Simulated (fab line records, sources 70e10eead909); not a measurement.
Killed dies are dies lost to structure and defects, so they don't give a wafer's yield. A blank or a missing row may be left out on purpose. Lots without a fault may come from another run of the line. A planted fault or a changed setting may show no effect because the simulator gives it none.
Chamber matching | flow nand_harc | NHARC_P_BONDPAD_CMP_32 on cmp-02: 4 sister chambers
The step polishes SiCN, target thk 200 nm. 8 wafers are shown with their chamber, then 10 later ones without.

WAFERS WITH THEIR CHAMBER
wafer  | chamber | motor_current_A (A) | slurry_filter_dp_kPa (kPa)
L082.3 | 2       | 12.8                | 13.78
L085.1 | 3       | 11.9                | 13.47
L085.6 | 2       | 12.9                | 13.47
L089.3 | 1       | 13.4                | 13.79
L089.4 | 0       | 15.0                | 13.78
L089.6 | 0       | 14.2                | 13.51
L090.4 | 3       | 13.1                | 13.44
L090.5 | 1       | 14.0                | 13.61

WAFERS WITHOUT THEIR CHAMBER
wafer  | motor_current_A (A) | slurry_filter_dp_kPa (kPa)
L090.6 | 12.1                | 13.66
L091.1 | 12.8                | 13.43
L091.3 | 12.8                | 13.40
L091.5 | 12.2                | 13.66
L092.1 | 15.2                | 13.71
L092.4 | 13.6                | 13.29
L092.5 | 13.1                | 13.53
L095.4 | 14.4                | 13.56
L095.5 | 15.0                | 13.79
L095.6 | 13.7                | 13.21

WHICH CHAMBER EACH WENT THROUGH
wafer  | from the rows above               | in truth
L090.6 | can't be placed: 2 or 3 or 1      | 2
L091.1 | can't be placed: 3 or 2 or 1      | 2
L091.3 | can't be placed: 3 or 2 or 1      | 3
L091.5 | can't be placed: 2 or 3 or 1      | 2
L092.1 | can't be placed: 0 or 1           | 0
L092.4 | can't be placed: 3 or 2 or 1 or 0 | 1
L092.5 | can't be placed: 2 or 3 or 1      | 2
L095.4 | can't be placed: 0 or 1           | 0
L095.5 | can't be placed: 0 or 1           | 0
L095.6 | can't be placed: 3 or 2 or 1 or 0 | 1
Placed correctly: 0 of 10. Can't be placed from these rows: 10 (the true chamber is among the candidates in 10). Placed wrongly: 0.
How it was worked out, from the rows above alone: a wafer's distance from a chamber is the root of the sum, over the readings, of the square of ((its reading less the chamber's mean) divided by the reading's scatter). The wafer belongs to the nearest chamber; if the next one is less than 2 further off, it can't be placed. A chamber's mean is the mean of its shown wafers. The scatter: the root of (the sum of the squares of (reading less its chamber's mean) over the shown wafers, divided by (wafers less chambers)).
